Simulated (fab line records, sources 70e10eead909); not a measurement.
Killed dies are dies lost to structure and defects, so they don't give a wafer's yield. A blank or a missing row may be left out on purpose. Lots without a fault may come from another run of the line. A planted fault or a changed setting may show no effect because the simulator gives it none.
Which tool did it? | flow nand_harc | 24 lots, 72 wafers sampled, at 6 steps of a route of 1302

WHAT THE GAUGES READ, wafer by wafer
NHARC_P_BONDPAD_THK_MEAS_33: measures by ellipsometry. Usual: thk_nm 199.9 nm, standard deviation 1.3.
lot  | measured     | on            | thk_nm (nm)       | flag
L074 | day 7 03:49  | film_metro-01 | 202.1 197.1 199.1 |
L075 | day 7 05:02  | film_metro-01 | 199.1 198.2 198.3 |
L076 | day 7 08:27  | film_metro-01 | 200.6 199.8 198.1 |
L077 | day 7 15:30  | film_metro-02 | 202.9 199.7 200.7 |
L078 | day 8 04:48  | film_metro-02 | 201.0 198.0 198.9 |
L079 | day 8 23:20  | film_metro-02 | 199.9 199.1 198.6 |
L080 | day 9 00:13  | film_metro-01 | 198.3 199.8 199.5 |
L081 | day 9 17:53  | film_metro-01 | 200.8 201.2 199.3 |
L082 | day 9 18:17  | film_metro-01 | 199.4 199.8 200.3 |
L083 | day 10 06:29 | film_metro-02 | 199.6 202.0 201.5 |
L084 | day 10 21:43 | film_metro-02 | 199.6 198.4 200.2 |
L085 | day 11 05:53 | film_metro-02 | 201.2 203.5 200.8 |
L086 | day 11 13:06 | film_metro-02 | 200.1 199.9 201.8 |
L089 | day 12 12:47 | film_metro-02 | 200.0 200.1 200.8 |
L087 | day 12 13:14 | film_metro-01 | 199.0 199.2 200.7 |
L088 | day 12 14:03 | film_metro-01 | 201.0 200.2 200.5 |
L090 | day 13 09:25 | film_metro-01 | 200.0 199.8 198.6 |
L091 | day 13 12:02 | film_metro-01 | 200.3 200.4 201.0 |
L092 | day 14 00:57 | film_metro-02 | 199.3 200.8 200.5 |
L093 | day 14 11:11 | film_metro-02 | 198.9 198.3 198.9 |
L095 | day 14 22:25 | film_metro-02 | 201.9 199.8 200.9 |
L094 | day 14 22:53 | film_metro-02 | 200.3 200.0 198.6 |
L096 | day 15 10:42 | film_metro-02 | 201.7 198.7 200.4 |
L097 | day 16 02:18 | film_metro-01 | 202.1 201.7 201.0 |

WHICH TOOL RAN EACH LOT (tool, then ch and the chambers of the sampled wafers, then the start)
lot  | NHARC_P_M1_DESCUM_14               | NHARC_P_M1_PRE_CLEAN_30                 | NHARC_P_M1_CMP_23             | NHARC_P_M2_PRE_CLEAN_30                 | NHARC_P_BONDPAD_DEP_00
L074 | rie_diel-01 ch 0,2,3, day 6 19:52  | pvd_sputter-01, day 6 21:59 or earlier  | cmp-04 ch 0,1,3, day 6 21:59  | pvd_sputter-03, day 7 03:49 or earlier  | pecvd-02 ch 0,2, day 7 03:49 or earlier
L075 | rie_diel-01 ch 1,2,3, day 6 20:50  | pvd_sputter-01, day 6 22:59 or earlier  | cmp-02 ch 0,1,2, day 6 22:59  | pvd_sputter-03, day 7 04:22 or earlier  | pecvd-02 ch 0,1,2, day 7 04:22
L076 | rie_diel-03 ch 0,1, day 7 00:23    | pvd_sputter-01, day 7 02:28 or earlier  | cmp-02 ch 1,3, day 7 02:28    | pvd_sputter-02, day 7 07:50 or earlier  | pecvd-02 ch 0,1,2, day 7 07:50
L077 | rie_diel-01 ch 1,3, day 7 06:43    | pvd_sputter-01, day 7 08:08             | cmp-01 ch 0,1,3, day 7 09:20  | pvd_sputter-01, day 7 12:35             | pecvd-04 ch 0,1, day 7 14:50
L078 | rie_diel-01 ch 2,3, day 7 20:56    | pvd_sputter-01, day 7 23:03 or earlier  | cmp-01 ch 2,3, day 7 23:03    | pvd_sputter-02, day 8 04:14 or earlier  | pecvd-04 ch 0,1,2, day 8 04:14
L079 | rie_diel-01 ch 0,3, day 8 15:23    | pvd_sputter-01, day 8 17:31 or earlier  | cmp-02 ch 0,1,2, day 8 17:31  | pvd_sputter-03, day 8 22:47 or earlier  | pecvd-02 ch 0,1,2, day 8 22:47
L080 | rie_diel-01 ch 0,1,3, day 8 16:18  | pvd_sputter-02, day 8 18:24 or earlier  | cmp-02 ch 0,1,3, day 8 18:24  | pvd_sputter-01, day 8 23:37 or earlier  | pecvd-02 ch 1,2, day 8 23:37
L081 | rie_diel-03 ch 2,3, day 9 09:49    | pvd_sputter-01, day 9 12:04 or earlier  | cmp-02 ch 1,2,3, day 9 12:04  | pvd_sputter-03, day 9 17:53 or earlier  | pecvd-03 ch 1,2, day 9 17:53 or earlier
L082 | rie_diel-03 ch 0,1, day 9 10:16    | pvd_sputter-02, day 9 12:26 or earlier  | cmp-04 ch 0,1, day 9 12:26    | pvd_sputter-02, day 9 17:43 or earlier  | pecvd-04 ch 1,2, day 9 17:43
L083 | rie_diel-03 ch 2,3, day 9 22:25    | pvd_sputter-02, day 10 00:35 or earlier | cmp-02 ch 0,3, day 10 00:35   | pvd_sputter-03, day 10 05:52 or earlier | pecvd-03 ch 0,2, day 10 05:52
L084 | rie_diel-03 ch 0,1, day 10 13:45   | pvd_sputter-02, day 10 15:53 or earlier | cmp-04 ch 0,3, day 10 15:53   | pvd_sputter-02, day 10 21:03 or earlier | pecvd-04 ch 1,2, day 10 21:03
L085 | rie_diel-03 ch 1,2, day 10 21:18   | pvd_sputter-03, day 10 23:41 or earlier | cmp-01 ch 1,2, day 10 23:41   | pvd_sputter-02, day 11 05:53 or earlier | pecvd-03 ch 0,1, day 11 05:53 or earlier
L086 | rie_diel-01 ch 0,2,3, day 11 03:39 | pvd_sputter-01, day 11 07:13 or earlier | cmp-04 ch 0,1, day 11 07:13   | pvd_sputter-03, day 11 12:29 or earlier | pecvd-03 ch 0,2, day 11 12:29
L089 | rie_diel-03 ch 1,2, day 12 04:23   | pvd_sputter-01, day 12 06:52 or earlier | cmp-04 ch 0,2,3, day 12 06:52 | pvd_sputter-03, day 12 12:47 or earlier | pecvd-03 ch 0,2, day 12 12:47 or earlier
L087 | rie_diel-01 ch 0,1,2, day 12 05:05 | pvd_sputter-03, day 12 07:09 or earlier | cmp-01 ch 0,1, day 12 07:09   | pvd_sputter-02, day 12 13:14 or earlier | pecvd-02 ch 0,2, day 12 13:14 or earlier
L088 | rie_diel-01 ch 1,2, day 12 05:59   | pvd_sputter-01, day 12 08:07 or earlier | cmp-01 ch 2,3, day 12 08:07   | pvd_sputter-03, day 12 13:26 or earlier | pecvd-02 ch 0,1, day 12 13:26
L090 | rie_diel-01 ch 1,2,3, day 13 01:22 | pvd_sputter-03, day 13 03:30 or earlier | cmp-01 ch 0,1,2, day 13 03:30 | pvd_sputter-02, day 13 08:46 or earlier | pecvd-03 ch 0,1,2, day 13 08:46
L091 | rie_diel-03 ch 0,1,3, day 13 04:11 | pvd_sputter-03, day 13 06:19 or earlier | cmp-02 ch 1,2, day 13 06:19   | pvd_sputter-01, day 13 11:23 or earlier | pecvd-04 ch 0,1,2, day 13 11:23
L092 | rie_diel-01 ch 0,2, day 13 17:00   | pvd_sputter-01, day 13 19:10 or earlier | cmp-04 ch 0,3, day 13 19:10   | pvd_sputter-02, day 14 00:23 or earlier | pecvd-04 ch 0,2, day 14 00:23
L093 | rie_diel-05 ch 0,2,3, day 14 03:12 | pvd_sputter-01, day 14 05:20 or earlier | cmp-04 ch 0,1,3, day 14 05:20 | pvd_sputter-03, day 14 10:32 or earlier | pecvd-02 ch 0,1,2, day 14 10:32
L095 | rie_diel-01 ch 0,1, day 14 14:14   | pvd_sputter-01, day 14 16:22 or earlier | cmp-02 ch 0,3, day 14 16:22   | pvd_sputter-02, day 14 21:42 or earlier | pecvd-02 ch 1, day 14 21:42
L094 | rie_diel-05 ch 0,1,2, day 14 14:52 | pvd_sputter-02, day 14 17:01 or earlier | cmp-04 ch 0,2,3, day 14 17:01 | pvd_sputter-03, day 14 22:14 or earlier | pecvd-03 ch 1,2, day 14 22:14
L096 | rie_diel-01 ch 0,2,3, day 15 02:13 | pvd_sputter-01, day 15 04:49 or earlier | cmp-02 ch 1,2,3, day 15 04:49 | pvd_sputter-01, day 15 10:42 or earlier | pecvd-03 ch 0,1, day 15 10:42 or earlier
L097 | rie_diel-03 ch 0,1,2, day 15 17:05 | pvd_sputter-02, day 15 19:23 or earlier | cmp-04 ch 0,2, day 15 19:23   | pvd_sputter-03, day 16 01:41 or earlier | pecvd-02 ch 0,1,2, day 16 01:41
- NHARC_P_M1_DESCUM_14: chemistry O2, time 3 s.
- NHARC_P_M1_PRE_CLEAN_30: time 30 s.
- NHARC_P_M1_CMP_23: polishes, t overpolish 20 s, target thk 157.82 nm.
- NHARC_P_M2_PRE_CLEAN_30: time 30 s.
- NHARC_P_BONDPAD_DEP_00: deposits SiCN, target thk 250 nm.

WHAT THE TOOLS THEMSELVES READ (means of the sampled wafers that have a number; where no wafer has one, the mark that the record gives instead)
NHARC_P_M1_DESCUM_14. Usual: drypump_motor_current_A 5.6 A, standard deviation 0.35; oes_product_au 1.000 a.u., standard deviation 0.0087; rf_vpp_V 57.7 V, standard deviation 0.98; showerhead_plenum_p_Torr 1.91 Torr, standard deviation 0.1; throttle_valve_pct 11.312 %, standard deviation 0.009.
lot  | tool        | drypump_motor_current_A (A) | oes_product_au (a.u.) | rf_vpp_V (V) | showerhead_plenum_p_Torr (Torr) | throttle_valve_pct (%) | flag
L074 | rie_diel-01 | 5.5                         | 0.999                 | 57.9         | 1.95                            | 11.311                 |
L075 | rie_diel-01 | 5.4                         | 1.006                 | 57.8         | 1.90                            | 11.315                 |
L076 | rie_diel-03 | 5.3                         | 0.987                 | 57.0         | 1.82                            | 11.309                 |
L077 | rie_diel-01 | 5.3                         | 1.015                 | 57.4         | 1.84                            | 11.316                 |
L078 | rie_diel-01 | 5.6                         | 1.002                 | 57.7         | 1.92                            | 11.309                 |
L079 | rie_diel-01 | 5.4                         | 1.005                 | 58.6         | 1.88                            | 11.300                 |
L080 | rie_diel-01 | 5.4                         | 1.005                 | 57.3         | 1.92                            | 11.312                 |
L081 | rie_diel-03 | 6.0                         | 1.002                 | 57.5         | 1.88                            | 11.318                 |
L082 | rie_diel-03 | 5.7                         | 0.987                 | 57.4         | 1.80                            | 11.320                 |
L083 | rie_diel-03 | 6.0                         | 1.004                 | 57.0         | 1.95                            | 11.319                 |
L084 | rie_diel-03 | 5.8                         | 0.998                 | 56.8         | 1.80                            | 11.319                 |
L085 | rie_diel-03 | 6.1                         | 0.987                 | 57.0         | 1.79                            | 11.322                 |
L086 | rie_diel-01 | 5.5                         | 0.995                 | 58.7         | 1.94                            | 11.306                 |
L089 | rie_diel-03 | 6.1                         | 0.985                 | 56.8         | 1.79                            | 11.303                 |
L087 | rie_diel-01 | 5.6                         | 1.003                 | 58.9         | 1.99                            | 11.303                 |
L088 | rie_diel-01 | 5.4                         | 1.004                 | 58.6         | 1.94                            | 11.313                 |
L090 | rie_diel-01 | 5.5                         | 0.996                 | 57.2         | 1.90                            | 11.322                 |
L091 | rie_diel-03 | 5.7                         | 1.000                 | 57.1         | 1.88                            | 11.309                 |
L092 | rie_diel-01 | 5.6                         | 0.999                 | 58.4         | 2.03                            | 11.317                 |
L093 | rie_diel-05 | 5.7                         | 1.003                 | 58.5         | 1.96                            | 11.310                 |
L095 | rie_diel-01 | 5.5                         | 0.999                 | 58.1         | 2.01                            | 11.314                 |
L094 | rie_diel-05 | 5.7                         | 1.004                 | 58.1         | 2.01                            | 11.310                 |
L096 | rie_diel-01 | 5.5                         | 1.006                 | 58.0         | 1.94                            | 11.318                 |
L097 | rie_diel-03 | 5.7                         | 0.997                 | 57.5         | 1.81                            | 11.313                 |

NHARC_P_M1_PRE_CLEAN_30. Usual: heater_power_w 408 W, standard deviation 43.
lot  | tool           | heater_power_w (W) | flag
L074 | pvd_sputter-01 | 391                |
L075 | pvd_sputter-01 | 393                |
L076 | pvd_sputter-01 | 398                |
L077 | pvd_sputter-01 | 416                |
L078 | pvd_sputter-01 | 433                |
L079 | pvd_sputter-01 | 364                |
L080 | pvd_sputter-02 | 392                |
L081 | pvd_sputter-01 | 414                |
L082 | pvd_sputter-02 | 412                |
L083 | pvd_sputter-02 | 367                |
L084 | pvd_sputter-02 | 408                |
L085 | pvd_sputter-03 | 379                |
L086 | pvd_sputter-01 | 408                |
L089 | pvd_sputter-01 | 402                |
L087 | pvd_sputter-03 | 389                |
L088 | pvd_sputter-01 | 401                |
L090 | pvd_sputter-03 | 394                |
L091 | pvd_sputter-03 | 386                |
L092 | pvd_sputter-01 | 437                |
L093 | pvd_sputter-01 | 430                |
L095 | pvd_sputter-01 | 403                |
L094 | pvd_sputter-02 | 380                |
L096 | pvd_sputter-01 | 398                |
L097 | pvd_sputter-02 | 419                |

NHARC_P_M1_CMP_23. Usual: motor_current_A 11.0 A, standard deviation 1.2; pad_life_wafers 184, standard deviation 120; time_to_endpoint_s 28.7 s, standard deviation 2.
lot  | tool   | motor_current_A (A) | pad_life_wafers | time_to_endpoint_s (s) | flag
L074 | cmp-04 | 10.3                | 85              | 27.1                   |
L075 | cmp-02 | 10.8                | 26              | 28.5                   |
L076 | cmp-02 | 10.9                | 37              | 27.0                   |
L077 | cmp-01 | 10.5                | 224             | 27.3                   |
L078 | cmp-01 | 10.7                | 294             | 30.1                   |
L079 | cmp-02 | 11.0                | 212             | 26.8                   |
L080 | cmp-02 | 11.8                | 218             | 30.4                   |
L081 | cmp-02 | 11.3                | 284             | 26.5                   |
L082 | cmp-04 | 9.5                 | 295             | 28.5                   |
L083 | cmp-02 | 12.4                | 330             | 27.3                   |
L084 | cmp-04 | 11.0                | 56              | 26.4                   |
L085 | cmp-01 | 10.8                | 199             | 29.6                   |
L086 | cmp-04 | 9.7                 | 108             | 29.8                   |
L089 | cmp-04 | 11.2                | 193             | 27.7                   |
L087 | cmp-01 | 10.8                | 324             | 26.3                   |
L088 | cmp-01 | 10.3                | 332             | 32.0                   |
L090 | cmp-01 | 10.8                | 14              | 32.1                   |
L091 | cmp-02 | 10.8                | 254             | 27.6                   |
L092 | cmp-04 | 10.6                | 320             | 27.4                   |
L093 | cmp-04 | 10.6                | 13              | 27.4                   |
L095 | cmp-02 | 13.3                | 372             | 29.7                   |
L094 | cmp-04 | 10.9                | 55              | 27.7                   |
L096 | cmp-02 | 11.2                | 20              | 31.2                   |
L097 | cmp-04 | 11.2                | 134             | 26.7                   |

NHARC_P_M2_PRE_CLEAN_30. Usual: heater_power_w 395 W, standard deviation 36.
lot  | tool           | heater_power_w (W) | flag
L074 | pvd_sputter-03 | 385                |
L075 | pvd_sputter-03 | 390                |
L076 | pvd_sputter-02 | 389                |
L077 | pvd_sputter-01 | 437                |
L078 | pvd_sputter-02 | 387                |
L079 | pvd_sputter-03 | 383                |
L080 | pvd_sputter-01 | 396                |
L081 | pvd_sputter-03 | 401                |
L082 | pvd_sputter-02 | 385                |
L083 | pvd_sputter-03 | 384                |
L084 | pvd_sputter-02 | 372                |
L085 | pvd_sputter-02 | 419                |
L086 | pvd_sputter-03 | 380                |
L089 | pvd_sputter-03 | 395                |
L087 | pvd_sputter-02 | 376                |
L088 | pvd_sputter-03 | 382                |
L090 | pvd_sputter-02 | 415                |
L091 | pvd_sputter-01 | 430                |
L092 | pvd_sputter-02 | 382                |
L093 | pvd_sputter-03 | 401                |
L095 | pvd_sputter-02 | 376                |
L094 | pvd_sputter-03 | 385                |
L096 | pvd_sputter-01 | 404                |
L097 | pvd_sputter-03 | 415                |

NHARC_P_BONDPAD_DEP_00. Usual: heater_power_outer_w 288 W, standard deviation 57; heater_power_w 530 W, standard deviation 89.
lot  | tool     | heater_power_outer_w (W) | heater_power_w (W) | flag
L074 | pecvd-02 | 240                      | 441                |
L075 | pecvd-02 | 251                      | 476                |
L076 | pecvd-02 | 227                      | 438                |
L077 | pecvd-04 | 259                      | 516                |
L078 | pecvd-04 | 267                      | 514                |
L079 | pecvd-02 | 221                      | 432                |
L080 | pecvd-02 | 264                      | 489                |
L081 | pecvd-03 | 344                      | 603                |
L082 | pecvd-04 | 249                      | 482                |
L083 | pecvd-03 | 318                      | 549                |
L084 | pecvd-04 | 263                      | 484                |
L085 | pecvd-03 | 327                      | 561                |
L086 | pecvd-03 | 322                      | 559                |
L089 | pecvd-03 | 317                      | 549                |
L087 | pecvd-02 | 246                      | 479                |
L088 | pecvd-02 | 236                      | 479                |
L090 | pecvd-03 | 350                      | 606                |
L091 | pecvd-04 | 296                      | 553                |
L092 | pecvd-04 | 298                      | 565                |
L093 | pecvd-02 | 248                      | 472                |
L095 | pecvd-02 | 244                      | 484                |
L094 | pecvd-03 | 375                      | 653                |
L096 | pecvd-03 | 351                      | 621                |
L097 | pecvd-02 | 241                      | 470                |

THE ANSWER, worked out from the rows above alone
Rule: a lot is off if the mean of its wafers that have a number lies more than 3 standard deviations from the usual mean. A lot without any number at a reading at which 4 lots or more have one is off too. The other lots that the step has rows for count as sound. The gauges are gone through in route order, then the tools' own readings, and for those a lot's mean is taken as printed above. The first step at which some lot is off is used, and at that step the reading that is off furthest; a lot without a number counts as furthest.
No lot is off at any reading shown: from this, nothing can be told.

WHAT THE SIMULATOR HAD PUT IN
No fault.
